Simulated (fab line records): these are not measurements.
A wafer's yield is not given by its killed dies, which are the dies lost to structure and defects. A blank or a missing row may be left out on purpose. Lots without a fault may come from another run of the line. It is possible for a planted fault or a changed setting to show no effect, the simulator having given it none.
Matching of chambers || flow nandHarc || aldHk-03 running NHARC_A_CHANNEL_FILL_D1_ALD_14: 4 sister chambers
The step deposits SiO2, target thk 2.5 nm, pulse time 10 s, ald cycles 25. 14 wafers are shown with their chamber, then 7 later ones without.

## WAFERS PAIRED WITH THEIR CHAMBERS
{"wafer": "L075.2", "chamber": 2, "heaterPowerW (W)": 432, "precursorPulseHeightRel": 0.987}
{"wafer": "L075.4", "chamber": 3, "heaterPowerW (W)": 553, "precursorPulseHeightRel": 1.018}
{"wafer": "L075.5", "chamber": 0, "heaterPowerW (W)": 424, "precursorPulseHeightRel": 1.008}
{"wafer": "L082.2", "chamber": 1, "heaterPowerW (W)": 453, "precursorPulseHeightRel": 1.018}
{"wafer": "L082.4", "chamber": 2, "heaterPowerW (W)": 439, "precursorPulseHeightRel": 1.031}
{"wafer": "L082.5", "chamber": 3, "heaterPowerW (W)": 548, "precursorPulseHeightRel": 0.967}
{"wafer": "L084.3", "chamber": 3, "heaterPowerW (W)": 549, "precursorPulseHeightRel": 0.983}
{"wafer": "L084.5", "chamber": 0, "heaterPowerW (W)": 427, "precursorPulseHeightRel": 1.003}
{"wafer": "L084.6", "chamber": 1, "heaterPowerW (W)": 452, "precursorPulseHeightRel": 0.991}
{"wafer": "L087.3", "chamber": 2, "heaterPowerW (W)": 429, "precursorPulseHeightRel": 0.977}
{"wafer": "L087.5", "chamber": 2, "heaterPowerW (W)": 432, "precursorPulseHeightRel": 0.989}
{"wafer": "L087.6", "chamber": 3, "heaterPowerW (W)": 561, "precursorPulseHeightRel": 0.965}
{"wafer": "L091.3", "chamber": 3, "heaterPowerW (W)": 534, "precursorPulseHeightRel": 1.010}
{"wafer": "L091.4", "chamber": 2, "heaterPowerW (W)": 431, "precursorPulseHeightRel": 1.030}

SIGNATURES (averages over the wafers above)
{"reading": "heaterPowerW", "chamber 0": 425.50, "chamber 1": 452.50, "chamber 2": 432.60, "chamber 3": 549.00, "scatter within a chamber": 6.69}
{"reading": "precursorPulseHeightRel", "chamber 0": 1.00550, "chamber 1": 1.00450, "chamber 2": 1.00280, "chamber 3": 0.98860, "scatter within a chamber": 0.0232}
Rule: for a wafer and a chamber, the distance is found by dividing, reading by reading, the gap between the wafer's reading and the chamber's mean by the reading's scatter, squaring, summing and taking the root. The wafer belongs to the nearest chamber; if the next one is less than 2 further off, it can't be placed. The scatter: take each reading less its chamber's mean, square it, sum over the shown wafers, divide by the number of wafers less the number of chambers, and take the root.

## WAFERS WITHOUT THEIR CHAMBER
{"wafer": "L091.5", "heaterPowerW (W)": 446, "precursorPulseHeightRel": 0.995}
{"wafer": "L093.1", "heaterPowerW (W)": 421, "precursorPulseHeightRel": 0.938}
{"wafer": "L093.5", "heaterPowerW (W)": 556, "precursorPulseHeightRel": 1.041}
{"wafer": "L093.6", "heaterPowerW (W)": 419, "precursorPulseHeightRel": 0.988}
{"wafer": "L095.2", "heaterPowerW (W)": 456, "precursorPulseHeightRel": 1.018}
{"wafer": "L095.4", "heaterPowerW (W)": 437, "precursorPulseHeightRel": 0.981}
{"wafer": "L095.5", "heaterPowerW (W)": 407, "precursorPulseHeightRel": 0.980}

## WHICH CHAMBER EACH WENT THROUGH
{"wafer": "L091.5", "from the rows above": "can't be placed: 1 or 2", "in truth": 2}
{"wafer": "L093.1", "from the rows above": "can't be placed: 0 or 2", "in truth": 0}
{"wafer": "L093.5", "from the rows above": 3, "in truth": 3}
{"wafer": "L093.6", "from the rows above": "can't be placed: 0 or 2", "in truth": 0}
{"wafer": "L095.2", "from the rows above": 1, "in truth": 1}
{"wafer": "L095.4", "from the rows above": "can't be placed: 2 or 0 or 1", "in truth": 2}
{"wafer": "L095.5", "from the rows above": "can't be placed: 0 or 2", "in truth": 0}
Placed correctly: 2 of 7. Can't be placed from these rows: 5 (the true chamber is among the candidates in 5). Placed wrongly: 0.
